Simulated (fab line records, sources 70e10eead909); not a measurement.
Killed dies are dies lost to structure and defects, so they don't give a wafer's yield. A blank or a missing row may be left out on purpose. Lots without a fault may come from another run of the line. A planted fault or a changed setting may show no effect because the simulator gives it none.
A struck lot beside a sound one | flow nand_harc | 14 steps out of a route of 1159
Sound: wafers L896.1, L896.3, L896.5. Struck: wafers L904.1, L904.5. (L904.2 of the same lot was not struck and is left out.) The cause comes at the end.
At each step with rows: each side's tool, then ch and its chambers, then its first start. Under that, the readings that differ: sound wafers | struck wafers | difference of the means | sigmas: that difference in standard deviations of wafers without a fault.
alike: readings whose means differ by less than 2 such deviations, and words and numbers that are the same on both sides. not compared: withheld readings, readings that some wafer has no value for, bounds like >300 that may hide the same value, and numbers for which the record gives no deviation and whose values overlap.
The two part at a step that has a row with sigmas, a row that says differs or no value, or rows on one side only. Numbers that don't overlap but have no deviation are shown without sigmas and don't part them. A reading that every wafer of one side lacks parts them only if that side has two wafers or more.

first, 4 steps without rows for these wafers: NHARC_A_WL_FILL_STRIP_28 (strips in post etch residue remover, time 1200 s); NHARC_A_WL_FILL_PRECLEAN_06 (cleans in DIW, time 300 s); NHARC_A_WL_FILL_SRD_07; NHARC_A_WL_FILL_ANNEAL_08 (time 1800 s).
NHARC_A_WL_FILL_ALD_10: deposits SiO2, target thk 50 nm, pulse time 10 s, ald cycles 500.
  sound on ald_hk-01 ch 0,2,3, day 16 03:54; struck on ald_hk-03 ch 0,3, day 18 00:49
  reading              | sound                | struck | difference                    | sigmas
  susceptor_temp_C (C) | 299.93 300.10 299.87 | - -    | no value on the struck wafers |
  alike: heater_power_w, precursor_pulse_height_rel
  not compared: since_wet_clean_h
NHARC_A_WL_FILL_ETCHBACK_16: etches the open film in C4F8/O2/Ar, target depth 88 nm, time 17.6 s.
  sound on rie_diel-12 ch 1,2; struck on rie_diel-12 ch 0,2
  alike: oes_product_au, rf_fwd_power_W, rf_vpp_V, run_length_s
  not compared: rf_hours_counter_h
NHARC_A_WL_FILL_STRIP_29: strips in O2, time 20 s.
  sound on rie_diel-12 ch 0,2,3, day 16 07:37; struck on rie_diel-12 ch 0,2, day 18 05:31
  alike: drypump_motor_current_A, oes_product_au, rf_vpp_V, showerhead_plenum_p_Torr, throttle_valve_pct
  not compared: rf_hours_counter_h
NHARC_A_WL_FILL_ETCHBACK_17: etches the open film in Cl2/BCl3, target depth 4 nm, time 26.7 s.
  sound on rie_metal-03 ch 0, day 16 07:41; struck on rie_metal-02 ch 0,1, day 18 05:35
  alike: drypump_motor_current_A, he_backside_leak_sccm, oes_product_au, run_length_s
  not compared: rf_hours_counter_h
then, 3 steps without rows for these wafers: NHARC_A_WL_FILL_PRECLEAN_18 (cleans in dHF, time 30 s); NHARC_A_WL_FILL_SRD_21; NHARC_A_WL_FILL_CVD_23 (deposits poly-Si, target thk 40 nm, time 800 s).
NHARC_A_WL_FILL_ETCHBACK_26: etches the open film in HBr, target depth 52 nm, time 13.3 s.
  sound on rie_si-01 ch 0,3, day 16 13:03; struck on rie_si-02 ch 0,1, day 18 08:59
  reading            | sound             | struck    | difference                    | sigmas
  rf_fwd_power_W (W) | 344.9 341.4 344.5 | - -       | no value on the struck wafers |
  run_length_s (s)   | 33.9 34.4 34.4    | 30.4 31.1 | -3.5                          | -11
  alike: drypump_motor_current_A, he_backside_leak_sccm, oes_product_au, throttle_valve_pct
  not compared: rf_hours_counter_h
then, 1 step without rows for these wafers: NHARC_A_WL_FILL_PRECLEAN_30 (cleans in dHF, time 10 s).
-- the record jumps here: 4 days lie between the struck wafers' starts before and after (it left off in module A_WL_FILL and takes up again in module END, whose first step shown is number 1159 of the route) --
NHARC_END_SORT_01:
  the record has rows for the struck wafers here (prober-01 ch 0, day 21 22:32) and none for the sound ones

WHERE THEY PART
First at NHARC_A_WL_FILL_ALD_10; last, within this record, at NHARC_END_SORT_01.

WHY: what the simulator had put in
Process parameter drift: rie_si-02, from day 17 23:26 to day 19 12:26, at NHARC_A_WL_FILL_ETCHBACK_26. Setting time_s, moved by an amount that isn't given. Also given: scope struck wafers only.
